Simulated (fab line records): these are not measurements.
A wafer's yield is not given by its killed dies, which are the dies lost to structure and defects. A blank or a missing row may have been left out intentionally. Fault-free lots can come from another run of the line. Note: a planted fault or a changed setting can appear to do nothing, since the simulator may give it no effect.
Which tool was responsible?	flow n5 finfet	Sampling: 11 lots, 33 wafers, 2 of 1938 route steps

## WHAT EACH GAUGE READ, for each wafer
N5_PASSIVATION_OVL_MEAS_60.
lot	measured	on	TV_OVL (nm)
L882	day 13 19:36	overlay-02	7 6 4
L881	day 14 18:20	overlay-01	6 8 6
L883	day 15 01:16	overlay-02	-6 -3 6
L884	day 15 10:11	overlay-01	-7 0 -6
L890	day 16 07:08	overlay-02	-8 5 -4
L888	day 16 23:16	overlay-01	0 2 2
L892	day 17 19:46	overlay-01	7 5 4
L887	day 17 19:12	overlay-02	5 -3 -1
L894	day 17 23:31	overlay-01	-5 -5 -8
L897	day 18 14:29	overlay-01	4 4 -1
L901	day 19 13:43	overlay-01	5 -13 1

## WHICH TOOL RAN EACH LOT (tool, then ch and the chambers of the sampled wafers, then the start)
lot	N5_BEOL_M4_CVD_47
L882	cvd co-02 ch 0,2, day 9 12:57
L881	cvd co-01 ch 0,1, day 10 14:25
L883	cvd co-02 ch 0,2, day 10 17:32
L884	cvd co-02 ch 1,2, day 11 00:44
L890	cvd co-01 ch 0,2, day 11 15:09
L888	cvd co-02 ch 0,1,2, day 12 08:38
L892	cvd co-01 ch 0,1,2, day 12 20:02
L887	cvd co-02 ch 0,2, day 13 00:07
L894	cvd co-02 ch 1,2, day 13 15:38
L897	cvd co-02 ch 1,2, day 14 05:43
L901	cvd co-01 ch 0,2, day 15 08:23
- N5_BEOL_M4_CVD_47: deposits Co from CCTBA/H2, target thk 3 nm, time 223.8 s.

## THE ANSWER, worked out from the rows above alone
Rule: what is usual is taken from the lots themselves. The widest of any qualifying gaps counts: lots, ordered by their means at a reading, are off when they make up no more than a third of the lots, leave a main group of 4 or more, and stand apart from it by 3 or more times the standard deviation of that group's means. A main group whose means are all the same, to the digits that the tables above print for the reading, isn't used. A lot without any number at a reading at which 4 lots or more have one is off too. Where the step has rows for the other lots, those lots are counted as sound.
Nothing can be told from this: no lot is off at any reading shown.

## WHAT HAD BEEN PUT IN BY THE SIMULATOR
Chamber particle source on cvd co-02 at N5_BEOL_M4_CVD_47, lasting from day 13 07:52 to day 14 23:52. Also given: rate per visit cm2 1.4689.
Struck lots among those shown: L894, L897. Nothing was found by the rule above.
